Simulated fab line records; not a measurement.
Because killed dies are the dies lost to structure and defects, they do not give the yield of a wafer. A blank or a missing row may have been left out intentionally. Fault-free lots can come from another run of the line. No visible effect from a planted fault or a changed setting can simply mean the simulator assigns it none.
One fault seen from 2 desks + flow n5-finfet + only its own numbers are on each desk; what lay behind them is given at the end

## THE TOOL OWNER'S DESK: euv-scanner-02
The tool's own readings at N5_MOL_CONTACT_COAG_EXPOSE_05 (exposes mask CA, defocus 0 nm): means of the sampled wafers that have a number, for each lot that ran on this tool. Any lot whose mean is over 4 standard deviations away from the usual mean is out of limits and marked OUT; that distance is given in the brackets.
Columns: A = exposure-dose-mJ-cm2 at N5_MOL_CONTACT_COAG_EXPOSE_05, usual 38.09; B = focus-offset-nm at N5_MOL_CONTACT_COAG_EXPOSE_05, usual 0.0 nm
| lot  | first seen here | A               | B    |
|------|-----------------|-----------------|------|
| L401 | day 5 16:23     | 38.03           | 0.5  |
| L405 | day 6 15:54     | 38.07           | 0.4  |
| L406 | day 6 23:12     | 38.00           | 0.1  |
| L412 | day 8 11:10     | 34.36 (-53) OUT | -0.4 |
| L413 | day 8 18:37     | 35.09 (-42) OUT | -0.0 |
This desk's finding: out of limits on L412, L413; first on L412, day 8 11:10 (exposure-dose-mJ-cm2 at N5_MOL_CONTACT_COAG_EXPOSE_05). Within limits: L401, L405, L406.

## FROM THE METROLOGY DESK
Means of the sampled wafers that have a number, per lot and without regard to the tool the lot ran on: this is what the gauges read. Any lot whose mean is over 4 standard deviations away from the usual mean is out of limits and marked OUT; that distance is given in the brackets. Of its 16 readings 7 are shown: the one that was out of limits first, and those that lie furthest out on some lot.
Columns: A = cd-nm at N5_MOL_CONTACT_COAG_CD_MEAS_08, usual 28.09 nm; B = cd-nm at N5_MOL_CONTACT_COAG_CD_MEAS_99, usual 17.3 nm; C = IOFF_N at N5_BEOL_M4_RC_MEAS_101, usual 0.15 nA/um; D = RC_DENSE_N at N5_BEOL_M4_RC_MEAS_101, usual 18.8 ohm.um; E = RC_DENSE_P at N5_BEOL_M4_RC_MEAS_101, usual 23.5 ohm.um; F = RC_N at N5_BEOL_M4_RC_MEAS_101, usual 15.3 ohm.um; G = RC_P at N5_BEOL_M4_RC_MEAS_101, usual 19.2 ohm.um
| lot  | first seen here | A                | B               | C    | D               | E               | F               | G               |
|------|-----------------|------------------|-----------------|------|-----------------|-----------------|-----------------|-----------------|
| L401 | day 5 16:31     | 27.61            | 16.9            | 0.15 | 18.7            | 23.5            | 15.4            | 19.2            |
| L405 | day 6 16:01     | 28.14            | 17.8            | 0.20 | 18.3            | 22.8            | 14.9            | 18.5            |
| L406 | day 6 23:19     | 28.11            | 17.1            | 0.15 | 18.9            | 23.7            | 15.4            | 19.4            |
| L412 | day 8 11:17     | 25.53 (-10) OUT  | 14.4 (-7.3) OUT | 0.21 | 24.7 (+13) OUT  | 31.1 (+13) OUT  | 19.8 (+12) OUT  | 25.1 (+13) OUT  |
| L413 | day 8 18:44     | 26.20 (-7.5) OUT | 15.7 (-4.1) OUT | 0.14 | 21.5 (+6.1) OUT | 27.1 (+6.4) OUT | 17.4 (+5.7) OUT | 22.0 (+6.3) OUT |
| L415 | day 9 05:02     | 28.41            | 17.6            | 0.16 | 19.0            | 23.8            | 15.5            | 19.4            |
| L416 | day 9 09:40     | 28.11            | 16.8            | 0.13 | 19.1            | 23.9            | 15.7            | 19.5            |
| L420 | day 10 08:21    | 28.20            | 17.3            | 0.15 | 19.2            | 23.8            | 15.5            | 19.3            |
This desk's finding: out of limits on L412, L413; first on L412, day 8 11:17 (cd-nm at N5_MOL_CONTACT_COAG_CD_MEAS_08). Within limits: L401, L405, L406, L415, L416, L420.

## BROUGHT TOGETHER
At day 8 11:10, on L412, L413, the tool owner's desk was in a position to raise an alarm.
L412, L413 would have let the metrology desk raise an alarm at day 8 11:17.
The lots listed all ran N5_MOL_CONTACT_COAG_EXPOSE_05 on euv-scanner-02.

## WHAT THE SIMULATOR PUT IN
Process parameters drifting: euv-scanner-02 at N5_MOL_CONTACT_COAG_EXPOSE_05, beginning at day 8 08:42. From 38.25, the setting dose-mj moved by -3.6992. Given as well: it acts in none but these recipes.
Shown lots that were struck: L412, L413.
Counting hours from when the fault started, the first reading out of limits came at 2 for the tool owner's desk and at 3 for the metrology desk.
